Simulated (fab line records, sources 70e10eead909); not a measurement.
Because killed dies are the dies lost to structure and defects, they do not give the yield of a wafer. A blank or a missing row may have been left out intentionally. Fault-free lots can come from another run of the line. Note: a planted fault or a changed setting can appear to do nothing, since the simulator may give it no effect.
Matching of chambers | flow nandHarc | 4 sister chambers for NHARC_A_BONDPAD_CMP_29 on cmp-02
The step polishes SiCN, target thk 200 nm. 30 wafers are shown with their chamber, then 12 later ones without.

== EACH WAFER AND ITS CHAMBER ==
wafer  | chamber | motorCurrentA (A)
L074.1 | 0       | 12.7
L074.2 | 2       | 10.8
L074.5 | 2       | 10.5
L075.1 | 3       | 11.0
L075.4 | 0       | 12.4
L075.6 | 3       | 11.2
L077.1 | 0       | 12.5
L077.2 | 1       | 11.5
L077.3 | 3       | 11.4
L077.4 | 2       | 10.1
L077.5 | 1       | 10.7
L077.6 | 0       | 13.1
L079.2 | 3       | 11.2
L079.5 | 3       | 10.6
L079.6 | 2       | 10.6
L081.1 | 1       | 11.1
L081.3 | 2       | 10.8
L081.5 | 0       | 12.7
L088.3 | 0       | 12.6
L088.5 | 0       | 12.6
L088.6 | 3       | 10.9
L089.2 | 0       | 13.0
L089.4 | 2       | 11.3
L089.5 | 1       | 12.0
L090.1 | 1       | 10.8
L090.3 | 3       | 10.9
L090.4 | 2       | 10.7
L090.2 | 0       | 12.8
L090.5 | 2       | 10.8
L090.6 | 1       | 10.5

SIGNATURES (averages over the wafers above)
reading       | chamber 0 | chamber 1 | chamber 2 | chamber 3 | scatter within a chamber
motorCurrentA | 12.711    | 11.100    | 10.700    | 11.029    | 0.351
Rule: distance of a wafer from a chamber = root of the sum over the readings of ((wafer's reading minus chamber's mean) / reading's scatter) squared. If the next closest chamber is less than 2 further off than the closest, the wafer can't be placed; otherwise it belongs to the closest. The scatter: take each reading less its chamber's mean, square it, sum over the shown wafers, divide by the number of wafers less the number of chambers, and take the root.

== WAFERS MISSING THEIR CHAMBER ==
wafer  | motorCurrentA (A)
L092.1 | 11.1
L092.4 | 10.9
L092.6 | 10.6
L095.3 | 10.6
L095.4 | 12.5
L095.5 | 10.5
L096.1 | 13.1
L096.4 | 10.3
L096.6 | 11.0
L097.3 | 12.4
L097.4 | 11.0
L097.6 | 12.6

== WHICH CHAMBER EACH ONE RAN IN ==
wafer  | from the rows above          | in truth
L092.1 | can't be placed: 1 or 3 or 2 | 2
L092.4 | can't be placed: 3 or 1 or 2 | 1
L092.6 | can't be placed: 2 or 3 or 1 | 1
L095.3 | can't be placed: 2 or 3 or 1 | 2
L095.4 | 0                            | 0
L095.5 | can't be placed: 2 or 3 or 1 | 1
L096.1 | 0                            | 0
L096.4 | can't be placed: 2 or 3 or 1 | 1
L096.6 | can't be placed: 3 or 1 or 2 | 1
L097.3 | 0                            | 0
L097.4 | can't be placed: 3 or 1 or 2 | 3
L097.6 | 0                            | 0
Correct placement for 4 of the 12. Not placeable from these rows: 8 (in 8, the candidates include the true chamber). Wrongly placed: 0.
